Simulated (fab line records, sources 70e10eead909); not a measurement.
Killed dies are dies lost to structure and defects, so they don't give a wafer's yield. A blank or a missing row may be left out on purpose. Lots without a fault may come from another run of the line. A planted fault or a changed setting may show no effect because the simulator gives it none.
fab line records | flow nand_harc
record lots=24 wafers=72 last_day=33
route steps=1302 shown P_ZERO_WELL@16 P_STI@100 P_GATE@155
lots that met no fault: from a run of the same line without faults
start_h: hours from the record's first day to the start of the lot's first wafer shown | wait_h: hours since the lot's step before | " the same as in the row above | L1.1+2: a row that stands for several wafers | - no value, or no start given | * or withheld: withheld | < > ~ a bound
route shown NAME@n: a module of which the file shows steps, and the number in the route of the first | usual: mean/standard deviation of fault-free wafers | same: alike in all rows | chamber/n: place in a boat | sites: the reading at each site | _std_site: their standard deviation | _edge_site: outer sites' mean less inner sites' | radius_mm: how far each site lies from the wafer's centre | mask NAME#n: copy n | behind: the tool/chamber that last shaped the wafer | hold: why the lot was held/for how many hours/how that ended | device: the transistor (n, p or np) that didn't switch | end of line: the same wafers' tests at the end of the route | a step without rows: its recipe alone | killed: dies lost to structure and defects at the first sort, not the wafer's yield | map: a wafer's dies, x killed, . not, _ none there
set.NAME: the setting as run; set.NAME@STEP: as run at that earlier step | model.NAME: the simulator's own value behind a step, which no gauge read
steps of the route over a sample of lots; a table a step, a row a wafer
services: from which hour (start_h, from the record's first day; less than 0 if before it) a tool's chamber was out of use, for how many hours, and why
## steps
# step NHARC_P_ZERO_WELL_DESCUM_13
# recipe time_s=3 o2_flow_sccm=200 ar_flow_sccm=0 bias_power_w=0 chemistry=O2
# usual chamber_pressure_mTorr=59.99/0.05 drypump_motor_current_A=5.8/0.32 o2_flow_sccm=199.9/0.57 oes_product_au=1.002/0.0097 rf_vpp_V=57.7/0.93 showerhead_plenum_p_Torr=1.86/0.088 throttle_valve_pct=11.310/0.0094
# columns lot.wafer tool chamber start_h wait_h chamber_pressure_mTorr drypump_motor_current_A o2_flow_sccm oes_product_au rf_hours_counter_h rf_vpp_V showerhead_plenum_p_Torr throttle_valve_pct
L074.1 rie_diel-01 0 21.27 - 59.94 5.4 199.8 0.991 44 58.9 1.97 11.309
L074.2 " 1 " " 59.96 6.4 199.9 1.000 50 58.6 1.84 11.295
L074.4 " 2 " " 59.95 5.7 199.4 0.995 51 58.7 1.80 11.324
L075.2 rie_diel-12 3 31.39 - 59.98 5.8 199.5 1.015 31 57.7 1.81 11.320
L075.6 " 3 " " 60.08 5.9 199.2 1.010 - 57.3 1.80 11.299
L075.5 " 0 " " 60.05 5.9 200.6 0.993 - 58.3 1.79 11.320
L076.2 rie_diel-01 0 41.49 - 60.06 5.4 199.1 0.998 2 57.7 1.96 11.302
L076.1 " 1 " " 59.98 6.4 199.5 1.005 2 56.5 1.84 11.315
L076.5 " 2 " " 59.99 5.7 199.3 1.007 - 58.2 1.80 11.311
L077.2 rie_diel-06 3 51.41 - 59.89 5.9 200.2 1.011 30 56.8 1.88 11.323
L077.3 " 0 " " 59.91 5.6 199.0 1.014 29 58.9 1.88 11.303
L077.6 " 1 " " 60.00 5.7 199.9 0.997 - 56.7 1.94 11.288
L078.3 rie_diel-12 3 61.40 - 60.05 5.8 199.9 1.016 39 56.9 1.80 11.310
L078.1 " 1 " " 59.98 5.7 199.6 1.005 48 58.5 2.02 11.306
L078.5 " 0 " " 60.10 5.9 199.4 0.981 - 56.5 1.79 11.299
L079.2 rie_diel-01 0 71.42 - 59.92 5.4 200.2 0.989 12 58.2 1.96 11.319
L079.5 " 2 " " 60.04 5.7 199.2 1.000 - 56.9 1.80 11.306
L079.6 " 3 " " 59.95 5.8 200.4 0.999 - 57.4 1.78 11.315
L080.3 rie_diel-06 2 81.28 - 59.93 5.0 200.5 0.985 39 57.0 1.78 11.323
L080.1 " 3 " " 60.07 5.9 200.0 1.013 38 57.5 1.88 11.316
L080.5 " 2 " " 59.93 5.0 200.5 1.006 - 57.1 1.78 11.296
L081.3 rie_diel-01 2 91.28 - 60.00 5.7 199.4 1.004 16 57.6 1.80 11.315
L081.4 " 0 " " 59.97 5.4 201.3 0.998 19 57.8 1.96 11.302
L081.6 " 2 " " 60.04 5.7 200.4 0.999 - 57.8 1.80 11.327
L082.4 rie_diel-01 2 101.40 - 59.96 5.7 199.9 1.004 20 58.0 1.80 11.305
L082.1 " 0 " " 60.07 5.4 199.8 0.999 22 56.8 1.96 11.309
L082.6 " 1 " " 60.00 6.4 199.3 0.991 - 56.3 1.83 11.321
L083.4 rie_diel-12 2 111.56 - 60.08 6.2 200.1 1.003 4 58.2 1.86 11.329
L083.2 " 3 " " 60.01 5.8 200.0 1.004 6 57.5 1.80 11.316
L083.6 " 1 " " 60.05 5.8 199.4 1.014 - 58.0 2.02 11.308
L084.3 rie_diel-12 2 121.40 - 60.02 6.2 199.6 0.999 7 57.4 1.86 11.310
L084.2 " 1 " " 59.97 5.8 200.1 0.999 7 59.9 2.02 11.311
L084.5 " 3 " " 60.04 5.8 199.6 1.008 - 57.8 1.80 11.317
L085.1 rie_diel-12 3 131.39 - 59.96 5.8 200.8 1.006 11 58.8 1.80 11.298
L085.3 " 0 " " 59.93 5.9 200.5 0.983 12 58.9 1.78 11.302
L085.2 " 2 " " 59.98 6.2 199.9 1.004 10 57.9 1.86 11.296
L086.3 rie_diel-12 1 141.44 - 60.00 5.8 200.7 1.002 17 59.5 2.01 11.316
L086.5 " 2 " " 59.95 6.2 199.5 0.997 - 58.0 1.86 11.305
L086.6 " 3 " " 59.87 5.8 199.1 1.004 - 58.8 1.79 11.308
L087.2 rie_diel-01 1 151.28 - 59.99 6.4 199.6 0.992 35 58.6 1.83 11.315
L087.1 " 3 " " 60.00 5.8 200.2 1.001 38 57.6 1.78 11.296
L087.6 " 1 " " 60.01 6.4 200.5 0.999 - 56.5 1.83 11.308
L088.4 rie_diel-01 2 161.43 - 60.04 5.7 200.8 1.001 40 57.6 1.79 11.307
L088.6 " 3 " " 60.02 5.8 199.1 1.024 - 58.9 1.77 11.298
L088.5 " 0 " " 59.94 5.4 199.9 1.006 - 58.0 1.95 11.308
L089.1 rie_diel-01 3 171.42 - 59.93 5.8 199.8 1.008 42 56.7 1.77 11.316
L089.3 " 0 " " 60.00 5.4 200.0 0.991 46 57.1 1.95 11.305
L089.6 " 2 " " 59.96 5.7 200.6 0.998 - 56.4 1.79 11.297
L090.3 rie_diel-06 0 181.85 - 59.99 5.6 200.9 1.010 14 57.9 1.87 11.294
L090.1 " 1 " " 60.07 5.7 199.0 0.994 13 57.9 1.93 11.317
L090.5 " 0 " " 59.94 5.6 200.8 1.018 - 56.2 1.87 11.308
L091.3 rie_diel-01 2 191.41 - 60.02 5.7 199.4 1.000 45 56.9 1.79 11.315
L091.4 " 3 " " 59.98 5.8 199.6 1.013 48 54.7 1.77 11.308
L091.6 " 2 " " 60.03 5.7 199.5 1.006 - 57.6 1.79 11.320
L092.3 rie_diel-12 2 201.40 - 60.03 6.2 200.4 0.995 30 57.2 1.86 11.302
L092.1 " 3 " " 59.94 5.8 200.5 1.010 32 57.9 1.79 11.312
L092.2 " 0 " " 60.03 5.9 201.2 0.996 37 57.6 1.77 11.314
L093.1 rie_diel-06 2 211.40 - 59.99 5.0 200.8 0.989 21 58.8 2.07 11.313
L093.3 " 3 " " 59.97 5.9 200.6 1.013 22 58.2 1.87 11.315
L093.2 " 0 " " 60.06 5.6 200.5 1.008 28 58.5 1.86 11.310
L094.1 rie_diel-01 3 221.41 - 59.98 5.8 199.6 1.006 2 57.2 2.08 11.317
L094.4 " 0 " " 59.95 5.4 200.5 0.990 2 58.0 1.95 11.304
L094.2 " 1 " " 60.06 6.3 200.0 1.011 2 57.6 1.82 11.308
L095.3 rie_diel-01 3 231.39 - 59.96 5.8 200.3 0.990 5 57.5 2.08 11.308
L095.2 " 1 " " 59.96 6.3 200.2 0.997 4 58.1 1.82 11.313
L095.6 " 0 " " 60.01 5.4 199.0 0.990 - 56.3 1.95 11.311
L096.1 rie_diel-12 1 241.27 - 59.96 5.8 200.2 0.991 47 60.0 2.00 11.318
L096.2 " 3 " " 59.97 5.8 199.7 1.015 49 57.3 1.78 11.315
L096.6 " 1 " " 59.98 5.8 200.3 1.003 - 56.9 2.00 11.321
L097.2 rie_diel-12 1 251.39 - 59.98 5.8 199.6 1.001 50 57.7 2.00 11.302
L097.3 " 3 " " 60.07 5.8 199.4 1.014 52 58.3 1.78 11.327
L097.6 " 2 " " 59.99 6.2 200.9 1.016 - 57.6 1.85 11.304
# step NHARC_P_ZERO_WELL_INSPECT_43
# usual raw_defect_count=13/6.1
# columns lot.wafer tool chamber start_h wait_h raw_defect_count
L074.1 defect_inspect-01 - 27.97 0.6 19
L074.2 " - " " 23
L074.4 " - " " 23
L075.2 defect_inspect-01 - 38.02 0.5 14
L075.5 " - " " 11
L075.6 " - " " 16
L076.1 defect_inspect-02 - 47.88 0.6 11
L076.2 " - " " 13
L076.5 " - " " 8
L077.2 defect_inspect-02 - 57.43 0.5 30
L077.3 " - " " 23
L077.6 " - " " 23
L078.1 defect_inspect-02 - 67.96 0.6 19
L078.3 " - " " 30
L078.5 " - " " 31
L079.2 defect_inspect-01 - 77.75 0.5 13
L079.5 " - " " 7
L079.6 " - " " 10
L080.1 defect_inspect-02 - 87.43 0.6 11
L080.3 " - " " 22
L080.5 " - " " 16
L081.3 defect_inspect-01 - 97.78 0.4 5
L081.4 " - " " 7
L081.6 " - " " 15
L082.1 defect_inspect-01 - 107.88 0.6 8
L082.4 " - " " 4
L082.6 " - " " 6
L083.2 defect_inspect-01 - 117.86 0.5 11
L083.4 " - " " 4
L083.6 " - " " 11
L084.2 defect_inspect-02 - 127.48 0.5 6
L084.3 " - " " 24
L084.5 " - " " 13
L085.1 defect_inspect-01 - 138.65 0.6 19
L085.2 " - " " 5
L085.3 " - " " 10
L086.3 defect_inspect-01 - 147.57 0.4 13
L086.5 " - " " 10
L086.6 " - " " 12
L087.1 defect_inspect-02 - 159.91 0.6 11
L087.2 " - " " 14
L087.6 " - " " 12
L088.4 defect_inspect-01 - 167.74 0.3 10
L088.5 " - " " 16
L088.6 " - " " 9
L089.1 defect_inspect-01 - 178.23 1.1 12
L089.3 " - " " 12
L089.6 " - " " 11
L090.1 defect_inspect-02 - 188.16 0.6 15
L090.3 " - " " 14
L090.5 " - " " 18
L091.3 defect_inspect-02 - 197.52 0.3 18
L091.4 " - " " 17
L091.6 " - " " 8
L092.1 defect_inspect-01 - 209.95 0.6 20
L092.2 " - " " 6
L092.3 " - " " 8
L093.1 defect_inspect-02 - 217.63 0.6 6
L093.2 " - " " 11
L093.3 " - " " 8
L094.1 defect_inspect-02 - 227.45 0.6 4
L094.2 " - " " 14
L094.4 " - " " 14
L095.2 defect_inspect-01 - 237.68 0.5 10
L095.3 " - " " 17
L095.6 " - " " 3
L096.1 defect_inspect-02 - 247.41 0.6 22
L096.2 " - " " 18
L096.6 " - " " 10
L097.2 defect_inspect-02 - 257.62 0.5 19
L097.3 " - " " 26
L097.6 " - " " 18
# step NHARC_P_STI_CMP_21
# recipe t_overpolish_s=20 target_thk_nm=380.67
# usual motor_current_A=11.6/1.1 overpolish_run_s=20.000/0.0091
# columns lot.wafer tool chamber start_h wait_h motor_current_A overpolish_run_s
L074.2 cmp-03 1 60.75 0.4 10.9 20.005
L074.1 " 3 " " 13.0 19.996
L074.4 " 0 " " 12.2 20.007
L075.2 cmp-03 2 73.14 0.4 11.6 19.989
L075.6 " 1 " " 10.6 19.994
L075.5 " 2 " " 11.1 20.013
L076.2 cmp-02 3 81.06 0.4 13.1 20.011
L076.1 " 0 " " 11.7 20.003
L076.5 " 2 " " 10.9 19.999
L077.3 cmp-02 1 90.77 0.4 11.2 19.995
L077.2 " 2 " " 11.1 19.992
L077.6 " 1 " " 11.1 20.005
L078.1 cmp-01 0 104.22 0.4 11.1 20.011
L078.3 " 1 " " 11.5 19.995
L078.5 " 3 " " 10.3 20.009
L079.2 cmp-03 2 110.79 0.4 10.8 19.987
L079.5 " 2 " " 10.9 20.004
L079.6 " 3 " " 12.6 20.008
L080.3 cmp-02 0 124.56 0.4 12.1 19.990
L080.1 " 1 " " 10.5 19.992
L080.5 " 0 " " 11.4 20.011
L081.4 cmp-02 3 142.29 0.4 13.2 19.999
L081.3 " 0 " " 11.8 20.000
L081.6 " 0 " " 11.9 19.986
L082.4 cmp-03 3 146.40 0.4 13.6 19.999
L082.1 " 0 " " 12.3 20.028
L082.6 " 3 " " 13.1 20.003
L083.4 cmp-02 3 159.37 0.4 13.3 19.995
L083.2 " 2 " " 11.3 20.012
L083.6 " 3 " " 13.6 19.998
L084.3 cmp-03 2 167.65 0.4 10.6 20.017
L084.2 " 3 " " 12.4 20.000
L084.5 " 2 " " 10.8 19.999
L085.3 cmp-03 2 172.22 0.4 10.7 19.994
L085.2 " 3 " " 12.6 20.007
L085.1 " 1 " " 11.2 20.001
L086.3 cmp-02 3 185.28 0.4 14.3 20.003
L086.6 " 2 " " 11.0 19.998
L086.5 " 3 " " 13.7 19.988
L087.2 cmp-01 0 207.54 0.4 11.2 20.012
L087.1 " 1 " " 10.7 19.986
L087.6 " 1 " " 10.7 20.000
L088.4 cmp-02 1 207.54 0.4 11.2 19.996
L088.5 " 1 " " 10.9 19.985
L088.6 " 2 " " 11.0 19.999
L089.3 cmp-03 0 216.76 0.4 11.9 19.997
L089.1 " 2 " " 11.0 19.993
L089.6 " 1 " " 10.5 19.999
L090.3 cmp-03 2 224.25 0.4 11.0 20.003
L090.1 " 0 " " 12.3 19.999
L090.5 " 2 " " 10.6 19.979
L091.4 cmp-01 0 239.10 0.4 10.6 19.993
L091.3 " 1 " " 10.9 19.997
L091.6 " 2 " " 11.2 19.998
L092.2 cmp-02 3 250.02 0.4 13.9 20.012
L092.3 " 1 " " 10.8 20.000
L092.1 " 2 " " 11.2 20.005
L093.2 cmp-01 2 250.04 0.4 11.2 20.000
L093.3 " 3 " " 10.4 20.001
L093.1 " 0 " " 9.9 20.007
L094.4 cmp-01 0 260.90 0.4 10.3 19.982
L094.1 " 1 " " 10.9 19.994
L094.2 " 3 " " 10.2 20.008
L095.3 cmp-02 3 270.59 0.4 13.6 19.999
L095.2 " 1 " " 10.8 20.003
L095.6 " 3 " " 14.1 19.997
L096.1 cmp-02 3 284.51 0.4 14.2 20.010
L096.2 " 1 " " 11.7 19.993
L096.6 " 0 " " 11.3 20.001
L097.2 cmp-02 2 294.84 0.4 10.5 19.999
L097.3 " 0 " " 11.2 20.003
L097.6 " 2 " " 11.7 20.013
# step NHARC_P_GATE_ALD_36
# recipe target_thk_a=200 pulse_time_s=60 ald_cycles=223 temp_c=400 material=SiNx
# usual heater_power_w=809/70 precursor_pulse_height_rel=0.998/0.019
# columns lot.wafer tool chamber start_h wait_h heater_power_w precursor_pulse_height_rel
L074.2 ald_sin-04 0 93.53 - 704 0.973
L074.1 " 1 94.61 - 848 0.965
L074.4 " 2 95.69 - 739 1.014
L075.2 ald_sin-02 2 111.26 - 823 1.027
L075.5 " 0 113.36 - 725 0.975
L075.6 " 1 114.41 - 836 1.006
L076.2 ald_sin-01 0 112.59 - 778 0.991
L076.1 " 2 114.75 - 842 0.983
L076.5 " 0 116.91 - 789 0.997
L077.2 ald_sin-04 2 129.56 - 729 0.974
L077.3 " 0 131.69 - 715 0.985
L077.6 " 2 133.81 - 730 1.017
L078.1 ald_sin-02 1 138.43 - 810 1.002
L078.3 " 3 140.56 - 904 0.974
L078.5 " 1 142.69 - 808 0.999
L079.2 ald_sin-01 3 145.30 - 933 0.992
L079.5 " 0 150.93 - 786 0.995
L079.6 " 2 152.33 - 838 1.032
L080.3 ald_sin-04 1 161.81 - 856 0.973
L080.1 " 2 162.87 - 732 0.988
L080.5 " 2 167.10 - 730 0.988
L081.4 ald_sin-02 2 176.60 - 811 1.017
L081.3 " 0 178.67 - 743 1.015
L081.6 " 3 181.77 - 908 0.981
L082.1 ald_sin-01 3 180.12 - 935 0.976
L082.4 " 1 182.25 - 799 0.994
L082.6 " 3 184.38 - 938 1.014
L083.2 ald_sin-04 1 195.35 - 856 0.970
L083.4 " 2 196.42 - 722 0.965
L083.6 " 0 198.54 - 707 0.978
L084.2 ald_sin-02 2 204.97 - 828 1.027
L084.3 " 0 207.11 - 732 1.007
L084.5 " 2 213.52 - 829 1.001
L085.3 ald_sin-01 1 208.83 - 799 0.965
L085.1 " 2 209.88 - 854 1.031
L085.2 " 0 211.98 - 767 1.013
L086.3 ald_sin-04 2 220.82 - 734 1.014
L086.6 " 1 223.96 - 866 1.015
L086.5 " 2 225.01 - 726 1.009
L088.4 ald_sin-01 3 241.60 - 951 0.984
L088.5 " 2 244.78 - 793 0.993
L088.6 " 3 245.83 - 933 0.997
L087.2 ald_sin-02 1 242.29 - 844 1.008
L087.1 " 2 243.35 - 843 1.004
L087.6 " 1 246.55 - 826 0.998
L089.3 ald_sin-04 1 253.34 - 870 0.991
L089.1 " 0 256.48 - 723 0.977
L089.6 " 1 257.53 - 870 0.983
L090.1 ald_sin-01 2 260.14 - 806 1.018
L090.3 " 3 261.22 - 942 0.991
L090.5 " 3 265.53 - 963 0.980
L091.4 ald_sin-02 0 270.89 - 740 1.007
L091.3 " 3 274.03 - 917 0.990
L091.6 " 0 275.08 - 747 0.984
L092.1 ald_sin-04 2 282.54 - 707 0.974
L092.2 " 0 284.65 - 688 1.026
L092.3 " 1 285.70 - 923 0.973
L093.1 ald_sin-01 0 283.30 - 783 0.978
L093.3 " 2 285.40 - 829 1.014
L093.2 " 3 286.44 - 931 1.008
L094.1 ald_sin-02 0 293.27 - 752 0.989
L094.4 " 1 294.33 - 808 0.984
L094.2 " 3 296.44 - 895 0.997
L095.3 ald_sin-04 0 305.75 - 684 0.927
L095.2 " 2 307.89 - 690 1.014
L095.6 " 1 311.10 - 897 1.021
L096.2 ald_sin-01 3 323.83 - 949 1.010
L096.1 " 0 324.90 - 783 0.978
L096.6 " 1 325.96 - 823 1.011
L097.3 ald_sin-02 3 329.69 - 875 1.010
L097.2 " 1 331.81 - 814 1.016
L097.6 " 0 334.98 - 715 1.007
# step NHARC_P_GATE_DESCUM_48
# recipe time_s=3 o2_flow_sccm=200 ar_flow_sccm=0 bias_power_w=0 chemistry=O2
# usual chamber_pressure_mTorr=60.01/0.058 drypump_motor_current_A=5.9/0.55 o2_flow_sccm=199.9/0.61 oes_product_au=1.000/0.0083 rf_vpp_V=57.8/0.9 showerhead_plenum_p_Torr=1.95/0.086 throttle_valve_pct=11.312/0.0088
# columns lot.wafer tool chamber start_h wait_h chamber_pressure_mTorr drypump_motor_current_A o2_flow_sccm oes_product_au rf_hours_counter_h rf_vpp_V showerhead_plenum_p_Torr throttle_valve_pct
L074.1 rie_diel-07 0 104.38 - 59.98 6.0 199.2 0.998 9 57.9 1.85 11.330
L074.4 " 2 " " 59.99 5.2 201.4 0.988 10 58.3 1.92 11.309
L074.2 " 3 " " 59.98 5.7 199.3 0.996 8 57.2 1.81 11.289
L075.2 rie_diel-11 3 119.84 - 60.04 6.4 199.3 0.996 2 57.4 1.87 11.315
L075.6 " 1 " " 59.98 6.8 199.7 0.997 - 60.1 1.99 11.310
L075.5 " 2 " " 60.07 6.5 200.0 0.990 - 58.5 1.99 11.318
L076.1 rie_diel-11 0 123.42 - 59.93 5.6 200.0 0.989 3 58.2 1.91 11.313
L076.2 " 1 " " 60.01 6.8 199.9 1.000 3 58.3 1.99 11.312
L076.5 " 0 " " 60.06 5.5 199.6 0.996 - 57.4 1.91 11.312
L077.2 rie_diel-07 1 139.09 - 59.97 6.3 201.4 1.001 1 56.1 2.06 11.306
L077.3 " 0 " " 60.05 6.0 199.7 0.991 1 56.9 1.85 11.316
L077.6 " 1 " " 59.93 6.3 200.7 0.999 - 59.3 2.06 11.309
L078.3 rie_diel-08 1 147.97 - 60.14 5.6 199.4 0.995 6 57.8 2.01 11.341
L078.1 " 2 " " 60.06 6.8 198.2 1.004 8 56.6 2.06 11.311
L078.5 " 1 " " 60.05 5.5 200.1 1.002 - 59.9 2.01 11.305
L079.2 rie_diel-07 3 157.98 - 60.11 5.7 199.9 1.006 2 57.4 1.81 11.312
L079.5 " 2 " " 59.88 5.2 200.3 0.992 - 58.2 1.92 11.301
L079.6 " 3 " " 59.92 5.7 200.0 1.007 - 58.0 1.81 11.301
L080.3 rie_diel-07 3 172.39 - 59.98 5.7 199.9 1.016 2 57.1 1.81 11.307
L080.1 " 0 " " 60.05 6.0 199.5 0.988 2 57.3 1.85 11.307
L080.5 " 3 " " 60.06 5.7 200.3 1.006 - 57.3 1.81 11.313
L081.3 rie_diel-08 2 187.16 - 60.03 6.8 200.2 1.000 12 58.0 2.06 11.312
L081.4 " 0 " " 60.04 5.9 199.5 1.017 8 57.0 2.02 11.306
L081.6 " 3 " " 60.00 5.1 199.8 1.006 - 56.6 1.90 11.305
L082.1 rie_diel-07 1 189.68 - 60.11 6.3 199.8 1.007 4 57.7 2.06 11.309
L082.4 " 3 " " 60.03 5.7 199.7 1.003 4 58.4 1.81 11.298
L082.6 " 0 " " 59.94 6.0 199.9 1.000 - 57.0 1.85 11.307
L083.4 rie_diel-07 2 205.01 - 59.93 5.2 200.1 1.006 6 56.5 1.91 11.320
L083.2 " 0 " " 60.02 6.0 198.9 0.983 5 58.4 1.85 11.307
L083.6 " 2 " " 59.94 5.2 200.0 1.001 - 57.9 1.91 11.307
L085.3 rie_diel-08 0 219.49 - 60.03 5.9 199.7 1.011 1 57.9 2.02 11.309
L085.1 " 1 " " 60.03 5.5 199.8 1.003 2 59.2 2.01 11.301
L085.2 " 2 " " 59.98 6.8 200.7 1.001 2 58.7 2.05 11.312
L084.3 rie_diel-07 1 220.01 - 59.97 6.3 200.1 1.007 6 58.0 2.06 11.304
L084.2 " 2 " " 60.00 5.2 200.3 0.995 6 57.9 1.91 11.322
L084.5 " 2 " " 59.98 5.2 199.9 0.992 - 57.2 1.91 11.290
L086.3 rie_diel-08 1 230.43 - 59.97 5.5 200.4 0.996 3 58.8 2.01 11.309
L086.6 " 3 " " 59.98 5.1 198.8 0.994 - 59.2 1.90 11.301
L086.5 " 0 " " 59.93 5.9 200.7 1.027 - 59.7 2.02 11.313
L088.4 rie_diel-08 1 251.15 - 59.99 5.5 200.3 0.989 3 57.9 2.01 11.316
L088.6 " 3 " " 59.92 5.1 199.7 1.011 - 59.7 1.90 11.324
L088.5 " 0 " " 60.06 5.9 199.5 1.012 - 59.0 2.02 11.308
L087.1 rie_diel-07 0 251.98 - 60.04 6.0 198.8 0.988 7 58.0 1.85 11.315
L087.2 " 1 " " 60.03 6.3 199.5 1.014 7 57.6 2.06 11.306
L087.6 " 0 " " 59.97 6.0 198.6 0.991 - 56.0 1.85 11.306
L089.3 rie_diel-08 2 263.97 - 59.93 6.8 199.6 0.995 4 57.8 2.05 11.326
L089.1 " 3 " " 60.05 5.1 199.6 1.016 2 58.8 1.90 11.309
L089.6 " 3 " " 59.96 5.0 199.6 1.010 - 57.2 1.90 11.311
L090.3 rie_diel-07 0 270.83 - 60.07 6.0 200.3 0.990 9 57.5 1.85 11.326
L090.1 " 1 " " 60.05 6.3 200.6 1.000 8 55.9 2.06 11.305
L090.5 " 0 " " 59.93 6.0 199.9 0.990 - 57.3 1.85 11.308
L091.3 rie_diel-11 3 281.53 - 60.06 6.4 201.0 1.012 1 56.5 1.86 11.317
L091.4 " 1 " " 59.97 6.8 200.1 1.000 1 58.4 1.99 11.315
L091.6 " 3 " " 59.91 6.4 199.6 0.993 - 58.7 1.86 11.300
L092.1 rie_diel-08 2 293.22 - 60.14 6.8 200.5 1.003 5 57.1 2.05 11.307
L092.2 " 3 " " 60.01 5.1 199.9 1.006 4 57.0 1.90 11.298
L092.3 " 0 " " 59.99 5.9 199.7 1.007 5 57.1 2.02 11.313
L093.2 rie_diel-07 0 293.81 - 59.93 6.0 199.6 0.986 10 58.6 1.85 11.321
L093.1 " 2 " " 60.02 5.2 199.9 0.994 11 58.9 1.91 11.322
L093.3 " 3 " " 59.97 5.7 199.3 0.994 11 57.9 1.80 11.319
L094.4 rie_diel-07 2 303.97 - 59.94 5.2 198.6 1.001 0 56.8 1.91 11.294
L094.2 " 3 " " 60.02 5.7 200.5 0.996 0 56.7 1.80 11.314
L094.1 " 0 " " 59.95 6.0 199.7 0.995 0 56.8 1.85 11.315
L095.2 rie_diel-11 2 316.47 - 59.91 6.5 199.7 1.005 2 57.7 1.99 11.303
L095.3 " 3 " " 60.05 6.4 200.7 1.008 3 56.9 1.86 11.303
L095.6 " 2 " " 60.02 6.5 200.8 1.003 - 59.8 1.99 11.324
L096.2 rie_diel-11 0 332.33 - 59.99 5.5 200.2 0.996 3 57.2 1.91 11.318
L096.1 " 2 " " 60.05 6.5 200.5 1.002 3 57.7 1.99 11.307
L096.6 " 1 " " 60.02 6.8 199.6 1.002 - 58.4 1.99 11.309
L097.3 rie_diel-08 1 340.29 - 60.05 5.5 200.2 0.998 8 57.3 2.00 11.317
L097.2 " 2 " " 59.97 6.8 200.1 1.012 8 58.1 2.05 11.314
L097.6 " 2 " " 60.00 6.8 200.2 1.019 - 57.9 2.05 11.312
# step NHARC_P_GATE_STRIP_76
# recipe power_w=1500 temp_c=250 chemistry=O2
# usual drypump_motor_current_A=5.35/0.26 heater_power_w=321/42
# columns lot.wafer tool chamber start_h wait_h drypump_motor_current_A heater_power_w rf_hours_counter_h
L074.2 plasma_asher-01 1 106.79 0.2 5.46 262 22
L074.1 " 0 " " 5.53 363 22
L074.4 " 0 " " 5.56 359 -
L075.2 plasma_asher-01 1 122.20 0.2 5.45 276 25
L075.6 " 1 " " 5.45 267 -
L075.5 " 0 " " 5.56 349 -
L076.2 plasma_asher-02 1 125.79 0.2 4.77 356 9
L076.1 " 0 " " 5.20 340 9
L076.5 " 1 " " 4.77 361 -
L077.2 plasma_asher-01 1 141.49 0.2 5.45 270 28
L077.3 " 0 " " 5.57 363 -
L077.6 " 0 " " 5.56 363 -
L078.1 plasma_asher-01 0 150.35 0.2 5.55 354 31
L078.3 " 1 " " 5.46 263 -
L078.5 " 1 " " 5.45 265 -
L079.2 plasma_asher-01 1 160.46 0.2 5.45 273 32
L079.5 " 1 " " 5.45 268 -
L079.6 " 0 " " 5.54 360 -
L080.1 plasma_asher-02 0 174.91 0.2 5.24 328 20
L080.3 " 1 " " 4.76 364 -
L080.5 " 1 " " 4.78 365 -
L081.3 plasma_asher-02 0 189.59 0.2 5.19 335 -
L081.4 " 1 " " 4.76 358 -
L081.6 " 0 " " 5.21 332 -
L082.1 plasma_asher-01 0 192.08 0.2 5.56 356 3
L082.4 " 1 " " 5.45 256 -
L082.6 " 0 " " 5.52 356 -
L083.2 plasma_asher-02 1 207.39 0.2 4.78 367 26
L083.4 " 1 " " 4.76 362 -
L083.6 " 0 " " 5.24 325 -
L085.1 plasma_asher-02 0 221.77 0.2 5.22 330 29
L085.2 " 1 " " 4.76 359 29
L085.3 " 0 " " 5.23 329 -
L084.2 plasma_asher-02 0 222.42 0.2 5.21 329 30
L084.3 " 0 " " 5.19 325 -
L084.5 " 0 " " 5.19 327 -
L086.3 plasma_asher-02 0 232.85 0.1 5.26 336 -
L086.6 " 1 " " 4.77 347 -
L086.5 " 0 " " 5.25 336 -
L088.4 plasma_asher-01 1 253.64 0.2 5.45 258 -
L088.5 " 1 " " 5.45 268 -
L088.6 " 0 " " 5.54 359 -
L087.2 plasma_asher-01 1 254.36 0.2 5.46 261 16
L087.1 " 0 " " 5.53 341 16
L087.6 " 0 " " 5.54 343 -
L089.1 plasma_asher-01 1 266.24 0.2 5.45 262 20
L089.3 " 0 " " 5.51 358 -
L089.6 " 1 " " 5.45 255 -
L090.1 plasma_asher-01 1 273.23 0.2 5.44 268 22
L090.3 " 0 " " 5.53 351 -
L090.5 " 1 " " 5.45 263 -
L091.4 plasma_asher-01 1 283.80 0.2 5.44 265 -
L091.3 " 0 " " 5.53 354 -
L091.6 " 1 " " 5.44 266 -
L092.2 plasma_asher-01 1 295.47 0.2 5.46 271 27
L092.1 " 0 " " 5.59 355 27
L092.3 " 1 " " 5.47 259 -
L093.2 plasma_asher-01 1 296.20 0.2 5.45 262 27
L093.1 " 0 " " 5.55 345 27
L093.3 " 1 " " 5.46 262 -
L094.1 plasma_asher-01 1 306.34 0.2 5.46 269 30
L094.2 " 0 " " 5.55 354 30
L094.4 " 0 " " 5.53 355 -
L095.2 plasma_asher-01 1 318.87 0.2 5.47 262 31
L095.3 " 1 " " 5.47 262 -
L095.6 " 1 " " 5.45 269 -
L096.2 plasma_asher-01 0 334.71 0.2 5.56 358 34
L096.1 " 1 " " 5.46 266 34
L096.6 " 0 " " 5.56 361 -
L097.2 plasma_asher-01 0 342.57 0.2 5.56 354 36
L097.3 " 1 " " 5.45 262 -
L097.6 " 1 " " 5.44 265 -
## services
# columns tool chamber start_h hours kind
cmp-02 - 26.53 2.0 repair
rie_diel-01 - 27.19 9.0 pm
cmp-02 - 36.64 4.0 pm
plasma_asher-01 - 71.35 4.3 repair
rie_diel-07 - 102.12 1.8 repair
rie_diel-07 3 114.87 3.7 repair
rie_diel-07 - 117.20 9.0 pm
cmp-02 - 134.68 4.0 pm
rie_diel-07 - 143.23 1.0 repair
rie_diel-01 3 157.35 2.9 repair
plasma_asher-01 - 166.56 9.0 pm
rie_diel-07 2 192.85 3.8 repair
rie_diel-01 - 204.57 9.0 pm
cmp-02 - 206.34 0.4 repair
cmp-02 - 226.38 1.3 repair
rie_diel-07 1 229.72 6.6 repair
cmp-02 - 232.68 4.0 pm
cmp-02 - 278.82 2.2 repair
rie_diel-01 2 288.57 21.9 repair
rie_diel-07 - 294.20 9.0 pm
rie_diel-01 0 306.25 14.8 repair
cmp-02 - 311.31 4.5 repair
cmp-02 - 324.37 1.7 repair
cmp-02 - 330.68 4.0 pm
## key
fault none
